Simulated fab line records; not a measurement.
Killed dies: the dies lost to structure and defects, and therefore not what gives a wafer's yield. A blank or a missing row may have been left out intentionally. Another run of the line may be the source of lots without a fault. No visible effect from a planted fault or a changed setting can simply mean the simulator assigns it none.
Matching of chambers / flow n5 finfet / N5_HKMG_FIN_ETCH_86 on rie diel-01 has 4 sister chambers
The step etches SOC in N2/H2, stops on TiN, target depth 393.2 nm. 16 wafers are shown with their chamber, then 8 later ones without.

== WAFERS WITH THEIR CHAMBER ==
wafer=L074.1; chamber=1; showerhead plenum p Torr (Torr)=2.42; drypump motor current A (A)=5.66; throttle valve pct (%)=17.66
wafer=L074.2; chamber=0; showerhead plenum p Torr (Torr)=2.64; drypump motor current A (A)=5.35; throttle valve pct (%)=17.84
wafer=L074.6; chamber=0; showerhead plenum p Torr (Torr)=2.64; drypump motor current A (A)=5.33; throttle valve pct (%)=17.83
wafer=L078.3; chamber=1; showerhead plenum p Torr (Torr)=2.41; drypump motor current A (A)=5.65; throttle valve pct (%)=17.68
wafer=L078.4; chamber=3; showerhead plenum p Torr (Torr)=2.49; drypump motor current A (A)=5.26; throttle valve pct (%)=17.41
wafer=L078.6; chamber=3; showerhead plenum p Torr (Torr)=2.49; drypump motor current A (A)=5.26; throttle valve pct (%)=17.41
wafer=L079.1; chamber=1; showerhead plenum p Torr (Torr)=2.41; drypump motor current A (A)=5.64; throttle valve pct (%)=17.69
wafer=L079.3; chamber=0; showerhead plenum p Torr (Torr)=2.64; drypump motor current A (A)=5.33; throttle valve pct (%)=17.87
wafer=L079.4; chamber=2; showerhead plenum p Torr (Torr)=2.42; drypump motor current A (A)=5.78; throttle valve pct (%)=17.85
wafer=L081.4; chamber=2; showerhead plenum p Torr (Torr)=2.42; drypump motor current A (A)=5.77; throttle valve pct (%)=17.86
wafer=L081.5; chamber=1; showerhead plenum p Torr (Torr)=2.41; drypump motor current A (A)=5.63; throttle valve pct (%)=17.68
wafer=L081.6; chamber=0; showerhead plenum p Torr (Torr)=2.64; drypump motor current A (A)=5.34; throttle valve pct (%)=17.87
wafer=L084.4; chamber=3; showerhead plenum p Torr (Torr)=2.48; drypump motor current A (A)=5.24; throttle valve pct (%)=17.44
wafer=L084.5; chamber=1; showerhead plenum p Torr (Torr)=2.41; drypump motor current A (A)=5.66; throttle valve pct (%)=17.71
wafer=L084.6; chamber=2; showerhead plenum p Torr (Torr)=2.42; drypump motor current A (A)=5.79; throttle valve pct (%)=17.86
wafer=L090.1; chamber=3; showerhead plenum p Torr (Torr)=2.48; drypump motor current A (A)=5.27; throttle valve pct (%)=17.44

SIGNATURES, as means of the wafers listed above
reading=showerhead plenum p Torr; chamber 0=2.6400; chamber 1=2.4120; chamber 2=2.4200; chamber 3=2.4850; scatter within a chamber=0.00387
reading=drypump motor current A; chamber 0=5.3375; chamber 1=5.6480; chamber 2=5.7800; chamber 3=5.2575; scatter within a chamber=0.0117
reading=throttle valve pct; chamber 0=17.8525; chamber 1=17.6840; chamber 2=17.8567; chamber 3=17.4250; scatter within a chamber=0.0172
Rule: for a wafer and a chamber, the distance is found by dividing, reading by reading, the gap between the wafer's reading and the chamber's mean by the reading's scatter, squaring, summing and taking the root. If the next closest chamber is less than 2 further off than the closest, the wafer can't be placed; otherwise it belongs to the closest. The scatter is the square root of a quotient: the sum, over the shown wafers, of each reading's squared deviation from its chamber's mean, divided by wafers minus chambers.

== WAFERS WITHOUT THEIR CHAMBER ==
wafer=L090.2; showerhead plenum p Torr (Torr)=2.41; drypump motor current A (A)=5.76; throttle valve pct (%)=17.89
wafer=L090.4; showerhead plenum p Torr (Torr)=2.40; drypump motor current A (A)=5.64; throttle valve pct (%)=17.73
wafer=L096.2; showerhead plenum p Torr (Torr)=2.47; drypump motor current A (A)=5.25; throttle valve pct (%)=17.47
wafer=L096.3; showerhead plenum p Torr (Torr)=2.40; drypump motor current A (A)=5.63; throttle valve pct (%)=17.75
wafer=L096.5; showerhead plenum p Torr (Torr)=2.47; drypump motor current A (A)=5.26; throttle valve pct (%)=17.48
wafer=L097.2; showerhead plenum p Torr (Torr)=2.62; drypump motor current A (A)=5.34; throttle valve pct (%)=17.91
wafer=L097.4; showerhead plenum p Torr (Torr)=2.40; drypump motor current A (A)=5.67; throttle valve pct (%)=17.76
wafer=L097.6; showerhead plenum p Torr (Torr)=2.47; drypump motor current A (A)=5.27; throttle valve pct (%)=17.49

== THE CHAMBER EACH PASSED THROUGH ==
wafer=L090.2; from the rows above=2; in truth=2
wafer=L090.4; from the rows above=1; in truth=1
wafer=L096.2; from the rows above=3; in truth=3
wafer=L096.3; from the rows above=1; in truth=1
wafer=L096.5; from the rows above=3; in truth=3
wafer=L097.2; from the rows above=0; in truth=0
wafer=L097.4; from the rows above=1; in truth=1
wafer=L097.6; from the rows above=3; in truth=3
Placed correctly: 8 of 8. Can't be placed from these rows: 0. 0 placed wrongly.
